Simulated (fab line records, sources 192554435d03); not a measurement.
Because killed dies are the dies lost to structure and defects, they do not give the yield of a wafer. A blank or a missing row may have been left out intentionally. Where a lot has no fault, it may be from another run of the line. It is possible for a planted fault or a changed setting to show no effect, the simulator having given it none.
fab line records	flow n5Finfet
record: lots: 24	wafers: 72	lastDay: 19
route steps=1938 shown BEOL_M7@1286 BEOL_M8@1365
lots that met no fault: from a run of the same line without faults
startH: hours from the record's opening day to when the first of the lot's shown wafers began	waitH: how many hours have passed since the lot's step before this one	" the same as in the row above	L1.1+2: one row covering several wafers at once	- no value present, or no start provided	* or withheld: withheld	< > ~ a bound
route shown NAME@n: a module of which the file shows steps, and the number in the route of the first	usual: average and standard deviation across the fault-free wafers	same: alike in all rows	chamber/n: place in a boat	sites: each site's reading	_std_site: their standard deviation	_edge_site: mean of outer sites minus mean of inner sites	radiusMm: for every site, how far away it sits from the centre of the wafer	mask NAME#n: copy n	behind: tool/chamber where the wafer was last shaped	hold: the reason the lot was held/the length of the hold in hours/how it ended	device: names the non-switching transistor (n, p or np)	end of line: tests of these same wafers at the route's end	a step given without rows: its recipe and nothing more	killed: count of dies lost to structure and defects at first sort (not the wafer's yield)	map: shows each die of a wafer: x if killed, . if not, _ if none is there
set.NAME: the run value of the setting; set.NAME@STEP: its run value at that earlier step	model.NAME: the simulator's own value behind a step, which no gauge read
the route's steps for a sample of lots (tables are steps, rows are wafers)
services: from which hour (startH, from the record's first day; less than 0 if before it) a tool's chamber was out of use, for how many hours, and why
== steps ==
step: N5_BEOL_M7_CD_MEAS_18
recipe: pitchNm: 80	targetCdNm: 40
usual: cdNm: 40.0/0.53
lot.wafer	tool	chamber	startH	waitH	cdNm
L074.1	cdSem-03	-	206.38	0.0	40.3
L074.2	"	-	"	"	40.0
L074.3	"	-	"	"	39.7
L075.1	cdSem-01	-	215.59	0.0	40.0
L075.4	"	-	"	"	40.4
L075.5	"	-	"	"	39.6
L076.1	cdSem-03	-	215.89	0.0	39.6
L076.5	"	-	"	"	40.1
L076.6	"	-	"	"	39.8
L079.3	cdSem-03	-	235.02	0.1	39.9
L079.4	"	-	"	"	40.0
L079.6	"	-	"	"	39.4
L077.2	cdSem-03	-	235.25	0.1	40.2
L077.3	"	-	"	"	40.6
L077.6	"	-	"	"	40.6
L078.2	cdSem-03	-	246.32	0.1	39.9
L078.5	"	-	"	"	39.4
L078.6	"	-	"	"	39.9
L080.1	cdSem-03	-	255.28	0.0	40.0
L080.2	"	-	"	"	39.8
L080.6	"	-	"	"	40.2
L082.1	cdSem-03	-	265.12	0.0	39.4
L082.2	"	-	"	"	39.8
L082.6	"	-	"	"	39.1
L081.1	cdSem-03	-	267.52	0.0	39.5
L081.3	"	-	"	"	39.5
L081.6	"	-	"	"	40.1
L084.1	cdSem-03	-	270.72	0.0	39.8
L084.2	"	-	"	"	39.5
L084.5	"	-	"	"	39.6
L086.1	cdSem-01	-	275.19	0.0	40.7
L086.4	"	-	"	"	40.6
L086.5	"	-	"	"	41.0
L085.1	cdSem-02	-	297.87	0.0	40.3
L085.2	"	-	"	"	40.4
L085.6	"	-	"	"	40.7
L083.1	cdSem-01	-	298.03	0.0	39.4
L083.3	"	-	"	"	38.8
L083.5	"	-	"	"	38.9
L088.1	cdSem-02	-	301.29	0.0	39.8
L088.2	"	-	"	"	40.2
L088.5	"	-	"	"	40.0
L087.1	cdSem-01	-	301.60	0.0	39.4
L087.5	"	-	"	"	40.4
L087.6	"	-	"	"	40.0
L090.1	cdSem-02	-	305.87	0.0	40.1
L090.4	"	-	"	"	40.0
L090.5	"	-	"	"	40.9
L089.1	cdSem-01	-	306.45	0.0	40.7
L089.2	"	-	"	"	40.3
L089.5	"	-	"	"	41.0
L091.3	cdSem-01	-	327.06	0.1	39.9
L091.4	"	-	"	"	40.3
L091.5	"	-	"	"	39.7
L092.1	cdSem-02	-	327.56	0.0	40.4
L092.3	"	-	"	"	40.3
L092.5	"	-	"	"	40.7
L093.3	cdSem-02	-	327.71	0.1	40.3
L093.5	"	-	"	"	40.0
L093.6	"	-	"	"	39.8
L094.1	cdSem-02	-	333.40	0.0	40.7
L094.2	"	-	"	"	39.7
L094.4	"	-	"	"	40.8
L095.2	cdSem-03	-	337.40	0.1	39.4
L095.5	"	-	"	"	39.1
L095.6	"	-	"	"	38.6
L096.1	cdSem-03	-	360.40	0.1	40.2
L096.2	"	-	"	"	40.5
L096.3	"	-	"	"	40.9
L097.2	cdSem-01	-	364.19	0.1	40.2
L097.4	"	-	"	"	39.6
L097.6	"	-	"	"	40.3
step: N5_BEOL_M7_INSPECT_30
recipe: mode: adi	inspectInstrument: brightfield
usual: rawDefectCount: 406/83
lot.wafer	tool	chamber	startH	waitH	rawDefectCount
L074.1	defectInspect-02	-	207.82	0.1	453
L074.2	"	-	"	"	544
L074.3	"	-	"	"	511
L076.1	defectInspect-02	-	217.53	0.1	286
L076.5	"	-	"	"	367
L076.6	"	-	"	"	358
L075.1	defectInspect-02	-	217.70	0.1	417
L075.4	"	-	"	"	376
L075.5	"	-	"	"	505
L079.3	defectInspect-01	-	237.00	0.0	282
L079.4	"	-	"	"	362
L079.6	"	-	"	"	270
L077.2	defectInspect-02	-	238.42	0.0	314
L077.3	"	-	"	"	289
L077.6	"	-	"	"	294
L078.2	defectInspect-01	-	248.24	0.0	374
L078.5	"	-	"	"	371
L078.6	"	-	"	"	429
L080.1	defectInspect-01	-	255.77	0.1	378
L080.2	"	-	"	"	306
L080.6	"	-	"	"	412
L082.1	defectInspect-01	-	265.57	0.1	435
L082.2	"	-	"	"	281
L082.6	"	-	"	"	458
L081.1	defectInspect-02	-	268.04	0.1	344
L081.3	"	-	"	"	384
L081.6	"	-	"	"	271
L084.1	defectInspect-02	-	271.36	0.1	556
L084.2	"	-	"	"	489
L084.5	"	-	"	"	505
L086.1	defectInspect-01	-	276.35	0.1	415
L086.4	"	-	"	"	388
L086.5	"	-	"	"	619
L085.1	defectInspect-02	-	299.73	0.1	391
L085.2	"	-	"	"	416
L085.6	"	-	"	"	430
L083.1	defectInspect-01	-	299.96	0.1	391
L083.3	"	-	"	"	301
L083.5	"	-	"	"	389
L088.1	defectInspect-02	-	301.81	0.1	405
L088.2	"	-	"	"	427
L088.5	"	-	"	"	438
L087.1	defectInspect-02	-	302.06	0.1	397
L087.5	"	-	"	"	515
L087.6	"	-	"	"	485
L090.1	defectInspect-01	-	307.14	0.1	326
L090.4	"	-	"	"	363
L090.5	"	-	"	"	331
L089.1	defectInspect-02	-	307.18	0.1	342
L089.2	"	-	"	"	384
L089.5	"	-	"	"	450
L091.3	defectInspect-02	-	328.47	0.0	358
L091.4	"	-	"	"	385
L091.5	"	-	"	"	408
L093.3	defectInspect-02	-	328.64	0.0	360
L093.5	"	-	"	"	474
L093.6	"	-	"	"	299
L092.1	defectInspect-02	-	328.81	0.1	459
L092.3	"	-	"	"	523
L092.5	"	-	"	"	440
L094.1	defectInspect-01	-	334.07	0.1	373
L094.2	"	-	"	"	451
L094.4	"	-	"	"	419
L095.2	defectInspect-02	-	338.10	0.0	552
L095.5	"	-	"	"	571
L095.6	"	-	"	"	441
L096.1	defectInspect-02	-	362.07	0.1	256
L096.2	"	-	"	"	304
L096.3	"	-	"	"	340
L097.2	defectInspect-02	-	365.46	0.0	491
L097.4	"	-	"	"	395
L097.6	"	-	"	"	304
step: N5_BEOL_M7_CURE_75
recipe: tempC: 370	timeS: 120	ambient: DMADMS/He	material: SiCOH_lowk
usual: lampPowerPct: 52.31/0.051	wafer_temp_C_max: 371.7/0.65
lot.wafer	tool	chamber	startH	waitH	lampPowerPct	wafer_temp_C_max
L074.1	uvCure-03	2	208.48	0.0	52.35	372.4
L074.2	"	2	"	"	52.21	371.9
L074.3	"	2	"	"	52.37	372.8
L076.1	uvCure-03	2	218.19	0.0	52.39	371.5
L076.5	"	2	"	"	52.23	372.0
L076.6	"	2	"	"	52.29	372.0
L075.1	uvCure-01	2	218.36	0.0	52.32	371.6
L075.4	"	2	"	"	52.34	371.4
L075.5	"	2	"	"	52.30	371.0
L079.3	uvCure-01	2	237.87	0.1	52.38	371.0
L079.4	"	2	"	"	52.28	371.5
L079.6	"	2	"	"	52.45	370.8
L077.2	uvCure-02	0	239.21	0.1	52.32	371.3
L077.3	"	0	"	"	52.33	370.7
L077.6	"	0	"	"	52.25	371.1
L078.2	uvCure-02	2	249.00	0.1	52.34	371.7
L078.5	"	2	"	"	52.37	371.3
L078.6	"	2	"	"	52.35	372.1
L080.1	uvCure-02	0	256.81	0.0	52.36	371.4
L080.2	"	0	"	"	52.28	371.3
L080.6	"	0	"	"	52.27	371.6
L082.1	uvCure-03	1	266.42	0.2	52.31	371.9
L082.2	"	1	"	"	52.31	371.4
L082.6	"	1	"	"	52.34	371.2
L081.1	uvCure-02	1	268.71	0.1	52.36	370.7
L081.3	"	1	"	"	52.24	370.8
L081.6	"	1	"	"	52.32	370.4
L084.1	uvCure-02	2	272.55	0.4	52.30	372.1
L084.2	"	2	"	"	52.29	372.5
L084.5	"	2	"	"	52.38	372.2
L086.1	uvCure-02	0	278.42	1.4	52.41	371.4
L086.4	"	0	"	"	52.36	371.2
L086.5	"	0	"	"	52.34	371.3
L085.1	uvCure-02	2	300.49	0.1	52.34	372.7
L085.2	"	2	"	"	52.25	371.7
L085.6	"	2	"	"	52.24	371.3
L083.1	uvCure-01	2	300.63	0.1	52.29	371.5
L083.3	"	2	"	"	52.24	371.2
L083.5	"	2	"	"	52.31	371.5
L088.1	uvCure-03	2	302.48	0.0	52.27	372.1
L088.2	"	2	"	"	52.36	373.2
L088.5	"	2	"	"	52.28	371.8
L087.1	uvCure-02	1	302.81	0.0	52.24	371.5
L087.5	"	1	"	"	52.31	371.2
L087.6	"	1	"	"	52.27	370.5
L090.1	uvCure-02	0	307.85	0.1	52.36	370.8
L090.4	"	0	"	"	52.34	371.2
L090.5	"	0	"	"	52.28	371.0
L089.1	uvCure-02	0	308.15	0.1	52.36	371.2
L089.2	"	0	"	"	52.31	370.8
L089.5	"	0	"	"	52.35	371.2
L091.3	uvCure-03	2	329.26	0.1	52.33	372.7
L091.4	"	2	"	"	52.31	372.9
L091.5	"	2	"	"	52.29	373.3
L093.3	uvCure-01	1	329.75	0.1	52.31	372.4
L093.5	"	1	"	"	52.36	372.4
L093.6	"	1	"	"	52.36	372.6
L092.1	uvCure-02	2	330.00	0.0	52.26	371.8
L092.3	"	2	"	"	52.33	372.2
L092.5	"	2	"	"	52.30	372.8
L094.1	uvCure-01	2	334.95	0.0	52.33	371.6
L094.2	"	2	"	"	52.22	371.8
L094.4	"	2	"	"	52.22	371.1
L095.2	uvCure-03	1	338.80	0.1	52.31	371.4
L095.5	"	1	"	"	52.31	371.2
L095.6	"	1	"	"	52.38	371.3
L096.1	uvCure-03	2	362.85	0.0	52.31	372.9
L096.2	"	2	"	"	52.30	372.4
L096.3	"	2	"	"	52.28	373.1
L097.2	uvCure-03	1	366.26	0.2	52.29	371.2
L097.4	"	1	"	"	52.25	372.1
L097.6	"	1	"	"	52.25	371.9
step: N5_BEOL_M7_SURFACE_TREAT_79
recipe: gas: Ar	timeS: *	ionEnergyEv: *	ionCurrentMaCm2: 0.5	pressureMtorr: *	arFlowSccm: 30
usual: throttleValvePct: *
lot.wafer	tool	chamber	startH	waitH	throttleValvePct
L074.1	pvdSputter-01	-	209.45	0.2	*
L074.2	"	-	"	"	*
L074.3	"	-	"	"	*
L076.1	pvdSputter-02	-	219.77	0.4	*
L076.5	"	-	"	"	*
L076.6	"	-	"	"	*
L075.1	pvdSputter-02	-	219.91	0.4	*
L075.4	"	-	"	"	*
L075.5	"	-	"	"	*
L079.3	pvdSputter-01	-	239.04	0.2	*
L079.4	"	-	"	"	*
L079.6	"	-	"	"	*
L077.2	pvdSputter-01	-	240.24	0.2	*
L077.3	"	-	"	"	*
L077.6	"	-	"	"	*
L078.2	pvdSputter-01	-	250.83	0.2	*
L078.5	"	-	"	"	*
L078.6	"	-	"	"	*
L080.1	pvdSputter-02	-	258.56	0.3	*
L080.2	"	-	"	"	*
L080.6	"	-	"	"	*
L082.1	pvdSputter-01	-	267.28	0.2	*
L082.2	"	-	"	"	*
L082.6	"	-	"	"	*
L081.1	pvdSputter-02	-	270.71	0.2	*
L081.3	"	-	"	"	*
L081.6	"	-	"	"	*
L084.1	pvdSputter-03	-	274.50	0.2	*
L084.2	"	-	"	"	*
L084.5	"	-	"	"	*
L086.1	pvdSputter-02	-	280.87	0.2	*
L086.4	"	-	"	"	*
L086.5	"	-	"	"	*
L085.1	pvdSputter-02	-	301.44	0.2	*
L085.2	"	-	"	"	*
L085.6	"	-	"	"	*
L083.1	pvdSputter-03	-	301.60	0.2	*
L083.3	"	-	"	"	*
L083.5	"	-	"	"	*
L088.1	pvdSputter-02	-	304.71	0.2	*
L088.2	"	-	"	"	*
L088.5	"	-	"	"	*
L087.1	pvdSputter-02	-	304.83	0.2	*
L087.5	"	-	"	"	*
L087.6	"	-	"	"	*
L090.1	pvdSputter-03	-	308.81	0.2	*
L090.4	"	-	"	"	*
L090.5	"	-	"	"	*
L089.1	pvdSputter-03	-	309.27	0.2	*
L089.2	"	-	"	"	*
L089.5	"	-	"	"	*
L091.3	pvdSputter-02	-	329.99	0.2	*
L091.4	"	-	"	"	*
L091.5	"	-	"	"	*
L093.3	pvdSputter-02	-	330.63	0.3	*
L093.5	"	-	"	"	*
L093.6	"	-	"	"	*
L092.1	pvdSputter-02	-	330.83	0.2	*
L092.3	"	-	"	"	*
L092.5	"	-	"	"	*
L094.1	pvdSputter-01	-	335.79	0.2	*
L094.2	"	-	"	"	*
L094.4	"	-	"	"	*
L095.2	pvdSputter-01	-	339.93	0.2	*
L095.5	"	-	"	"	*
L095.6	"	-	"	"	*
L096.1	pvdSputter-01	-	363.62	0.2	*
L096.2	"	-	"	"	*
L096.3	"	-	"	"	*
L097.2	pvdSputter-01	-	368.28	0.2	*
L097.4	"	-	"	"	*
L097.6	"	-	"	"	*
step: N5_BEOL_M8_CD_MEAS_28
recipe: targetCdNm: 40	landingEnergyEv: 500	detector: seInlens
usual: cdNm: 40.02/0.25
lot.wafer	tool	chamber	startH	waitH	cdNm
L074.1	cdSem-01	0	215.26	-	40.15
L074.2	"	0	"	"	39.90
L074.3	"	0	"	"	40.26
L075.1	cdSem-03	0	225.89	-	40.12
L075.4	"	0	"	"	40.03
L075.5	"	0	"	"	39.67
L076.1	cdSem-02	0	225.93	-	39.40
L076.5	"	0	"	"	39.64
L076.6	"	0	"	"	40.01
L079.3	cdSem-02	0	244.58	-	40.14
L079.4	"	0	"	"	39.85
L079.6	"	0	"	"	39.55
L077.2	cdSem-03	0	244.75	-	40.09
L077.3	"	0	"	"	39.68
L077.6	"	0	"	"	40.09
L078.2	cdSem-02	0	257.52	-	39.81
L078.5	"	0	"	"	40.30
L078.6	"	0	"	"	39.93
L080.1	cdSem-02	0	265.61	-	40.08
L080.2	"	0	"	"	39.71
L080.6	"	0	"	"	40.12
L082.1	cdSem-01	0	273.65	-	40.06
L082.2	"	0	"	"	40.12
L082.6	"	0	"	"	40.03
L081.1	cdSem-02	0	276.26	-	40.26
L081.3	"	0	"	"	39.66
L081.6	"	0	"	"	39.88
L084.1	cdSem-01	0	280.24	-	39.97
L084.2	"	0	"	"	40.11
L084.5	"	0	"	"	40.26
L086.1	cdSem-01	0	292.31	-	40.00
L086.4	"	0	"	"	39.88
L086.5	"	0	"	"	40.61
L085.1	cdSem-01	0	306.93	-	39.98
L085.2	"	0	"	"	40.31
L085.6	"	0	"	"	40.00
L083.1	cdSem-02	0	307.14	-	40.00
L083.3	"	0	"	"	40.00
L083.5	"	0	"	"	39.90
L088.1	cdSem-01	0	309.03	-	39.93
L088.2	"	0	"	"	39.81
L088.5	"	0	"	"	40.18
L087.1	cdSem-02	0	309.37	-	40.03
L087.5	"	0	"	"	40.19
L087.6	"	0	"	"	40.35
L089.1	cdSem-02	0	317.30	-	39.87
L089.2	"	0	"	"	39.86
L089.5	"	0	"	"	39.84
L090.1	cdSem-03	0	317.91	-	40.41
L090.4	"	0	"	"	40.20
L090.5	"	0	"	"	40.53
L091.3	cdSem-02	0	339.01	-	40.24
L091.4	"	0	"	"	39.99
L091.5	"	0	"	"	40.09
L092.1	cdSem-01	0	339.05	-	40.01
L092.3	"	0	"	"	40.29
L092.5	"	0	"	"	40.09
L093.3	cdSem-02	0	339.10	-	40.28
L093.5	"	0	"	"	40.00
L093.6	"	0	"	"	40.01
L094.1	cdSem-03	0	342.86	-	39.99
L094.2	"	0	"	"	39.77
L094.4	"	0	"	"	40.01
L095.2	cdSem-01	0	349.83	-	39.82
L095.5	"	0	"	"	39.80
L095.6	"	0	"	"	39.55
L096.1	cdSem-03	0	372.34	-	39.85
L096.2	"	0	"	"	40.61
L096.3	"	0	"	"	39.85
L097.2	cdSem-01	0	376.28	-	40.63
L097.4	"	0	"	"	40.04
L097.6	"	0	"	"	40.04
step: N5_BEOL_M8_ETCH_72
recipe: chemistry: N2/H2	target: underlayer	targetDepthA: 65	maskMaterial: CAR-EUV	timeS: 5.2	ionEnergyEv: 200	pressureMtorr: 30	sourceW: 840	biasW: 150	n2FlowSccm: 200	h2FlowSccm: 200	ends: cleared
usual: drypumpMotorCurrentA: 5.9/0.35	etchRfOnTimeS: 5.18/0.064	oesProductAu: 0.69/0.076	rfVppV: 525/3.7	showerheadPlenumPTorr: 2.58/0.12	throttleValvePct: 17.79/0.19
lot.wafer	tool	chamber	startH	waitH	drypumpMotorCurrentA	etchRfOnTimeS	oesProductAu	rfHoursCounterH	rfVppV	showerheadPlenumPTorr	throttleValvePct
L074.1	rieDiel-05	3	215.42	0.0	6.3	5.19	0.60	249	529	2.61	18.16
L074.2	"	0	"	"	5.5	5.25	0.63	175	527	2.64	17.68
L074.3	"	1	"	"	5.4	5.25	0.63	148	517	2.34	18.05
L075.1	rieDiel-05	1	226.72	0.0	5.4	5.17	0.63	151	518	2.34	18.05
L075.4	"	0	"	"	5.5	5.17	0.64	-	526	2.64	17.69
L075.5	"	1	"	"	5.4	5.23	0.63	-	517	2.34	18.04
L076.1	rieDiel-02	3	226.94	0.0	5.9	5.24	0.61	206	524	2.63	17.80
L076.5	"	3	"	"	5.9	5.26	0.62	-	526	2.63	17.80
L076.6	"	0	"	"	5.3	5.14	0.70	-	528	2.69	17.63
L079.3	rieDiel-04	2	245.02	0.0	6.1	5.15	0.72	83	520	2.47	18.05
L079.4	"	1	"	"	6.1	5.23	0.60	237	519	2.40	17.73
L079.6	"	3	"	"	6.0	5.09	0.61	-	525	2.51	17.85
L077.2	rieDiel-02	0	245.24	0.0	5.3	5.18	0.69	62	529	2.69	17.65
L077.3	"	3	"	"	5.9	5.28	0.61	211	526	2.63	17.80
L077.6	"	0	"	"	5.3	5.16	0.69	-	529	2.69	17.65
L078.2	rieDiel-05	2	257.67	0.0	5.8	5.17	0.74	39	528	2.70	17.74
L078.5	"	0	"	"	5.5	5.20	0.62	-	527	2.63	17.69
L078.6	"	3	"	"	6.3	5.13	0.81	-	526	2.61	17.73
L080.1	rieDiel-02	0	265.98	0.0	5.3	5.15	0.69	69	528	2.69	17.63
L080.2	"	2	"	"	6.4	5.09	0.80	19	523	2.50	17.74
L080.6	"	3	"	"	5.9	5.28	0.61	-	527	2.62	17.85
L082.1	rieDiel-05	1	273.81	0.0	5.4	5.19	0.62	170	516	2.33	18.09
L082.2	"	2	"	"	5.8	5.12	0.73	45	529	2.70	17.73
L082.6	"	2	"	"	5.8	5.10	0.73	-	529	2.70	17.73
L081.1	rieDiel-05	3	276.42	0.0	6.3	5.11	0.79	11	527	2.61	17.73
L081.3	"	1	"	"	5.4	5.24	0.62	171	517	2.33	18.08
L081.6	"	2	"	"	5.8	5.15	0.73	-	530	2.70	17.75
L084.1	rieDiel-04	3	280.40	0.0	6.1	5.11	0.60	236	523	2.50	17.88
L084.2	"	0	"	"	6.4	5.08	0.71	81	527	2.67	17.67
L084.5	"	0	"	"	6.4	5.10	0.72	-	525	2.67	17.64
L086.1	rieDiel-05	0	292.46	0.0	5.5	5.21	0.62	197	526	2.63	17.72
L086.4	"	1	"	"	5.4	5.27	0.61	174	516	2.33	18.08
L086.5	"	3	"	"	6.3	5.21	0.78	-	525	2.60	17.76
L085.1	rieDiel-05	1	307.29	0.0	5.4	5.27	0.61	179	519	2.33	18.10
L085.2	"	3	"	"	6.4	5.08	0.78	21	529	2.60	17.75
L085.6	"	3	"	"	6.3	5.16	0.77	-	524	2.60	17.76
L083.1	rieDiel-04	1	307.33	0.0	6.1	5.12	0.83	7	527	2.71	17.38
L083.3	"	0	"	"	6.4	5.15	0.71	92	529	2.67	17.67
L083.5	"	1	"	"	6.1	5.13	0.84	-	526	2.71	17.39
L088.1	rieDiel-04	2	309.18	0.0	6.1	5.22	0.67	105	522	2.46	18.08
L088.2	"	1	"	"	6.1	5.17	0.84	7	528	2.71	17.38
L088.5	"	0	"	"	6.4	5.12	0.70	-	528	2.67	17.69
L087.1	rieDiel-05	3	309.52	0.0	6.3	5.18	0.77	22	526	2.60	17.79
L087.5	"	2	"	"	5.8	5.25	0.72	-	527	2.70	17.76
L087.6	"	3	"	"	6.3	5.21	0.77	-	528	2.60	17.76
L089.1	rieDiel-04	0	317.46	0.0	6.4	5.13	0.71	94	527	2.67	17.69
L089.2	"	2	"	"	6.1	5.22	0.68	106	521	2.46	18.06
L089.5	"	2	"	"	6.1	5.26	0.69	-	525	2.46	18.06
L090.1	rieDiel-04	0	318.52	0.0	6.4	5.10	0.71	94	528	2.67	17.70
L090.4	"	3	"	"	6.0	5.16	0.59	248	523	2.50	17.89
L090.5	"	1	"	"	6.1	5.13	0.82	-	528	2.71	17.40
L091.3	rieDiel-04	2	339.17	0.0	6.1	5.21	0.68	116	522	2.45	18.12
L091.4	"	3	"	"	5.9	5.11	0.85	0	523	2.50	17.50
L091.5	"	3	"	"	6.0	5.09	0.85	-	523	2.50	17.50
L092.1	rieDiel-05	1	339.21	0.0	5.4	5.29	0.60	191	516	2.32	18.12
L092.3	"	0	"	"	5.6	5.16	0.61	214	528	2.62	17.76
L092.5	"	1	"	"	5.4	5.24	0.62	-	517	2.32	18.13
L093.3	rieDiel-04	3	339.57	0.0	6.1	5.06	0.84	1	525	2.50	17.48
L093.5	"	1	"	"	6.1	5.14	0.81	-	529	2.70	17.40
L093.6	"	2	"	"	6.1	5.18	0.68	-	521	2.45	18.08
L094.1	rieDiel-02	3	343.02	0.0	5.9	5.34	0.59	239	527	2.62	17.85
L094.2	"	0	"	"	5.3	5.16	0.65	96	528	2.68	17.73
L094.4	"	2	"	"	6.4	5.13	0.75	45	523	2.49	17.78
L095.2	rieDiel-02	2	349.98	0.0	6.4	5.13	0.75	47	524	2.48	17.83
L095.5	"	1	"	"	5.5	5.20	0.64	-	526	2.65	17.84
L095.6	"	0	"	"	5.3	5.11	0.66	-	529	2.67	17.70
L096.1	rieDiel-05	2	372.50	0.0	5.8	5.19	0.69	81	529	2.68	17.76
L096.2	"	1	"	"	5.4	5.29	0.60	205	518	2.32	18.16
L096.3	"	0	"	"	5.5	5.23	0.60	228	525	2.61	17.77
L097.2	rieDiel-05	0	376.44	0.0	5.5	5.18	0.61	230	528	2.61	17.78
L097.4	"	3	"	"	6.3	5.08	0.74	42	528	2.59	17.77
L097.6	"	3	"	"	6.3	5.12	0.75	-	525	2.59	17.81
== services ==
tool	chamber	startH	hours	kind
pvdSputter-03	-	186.76	4.3	repair
rieDiel-05	3	226.36	1.8	repair
rieDiel-05	3	228.48	-	clean
rieDiel-05	3	228.48	-	consumableReplace:focusRing
rieDiel-05	3	228.48	13.1	scheduledDown
rieDiel-05	3	228.48	13.1	ventCycle
uvCure-03	-	228.57	2.1	pm
uvCure-01	-	256.47	24.0	repair
rieDiel-05	0	267.67	7.6	repair
uvCure-03	-	273.72	7.6	repair
rieDiel-04	1	277.22	-	clean
rieDiel-04	1	277.22	-	consumableReplace:focusRing
rieDiel-04	1	277.22	-	consumableReplace:showerhead
rieDiel-04	1	277.22	13.6	scheduledDown
rieDiel-04	1	277.22	13.6	ventCycle
uvCure-03	-	294.73	0.2	repair
uvCure-03	-	294.93	0.3	repair
uvCure-03	-	304.41	0.4	repair
rieDiel-02	3	321.37	8.5	repair
rieDiel-04	3	323.22	-	clean
rieDiel-04	3	323.22	-	consumableReplace:focusRing
rieDiel-04	3	323.22	13.6	scheduledDown
rieDiel-05	3	337.33	15.2	repair
rieDiel-02	1	356.92	13.5	repair
== key ==
fault none
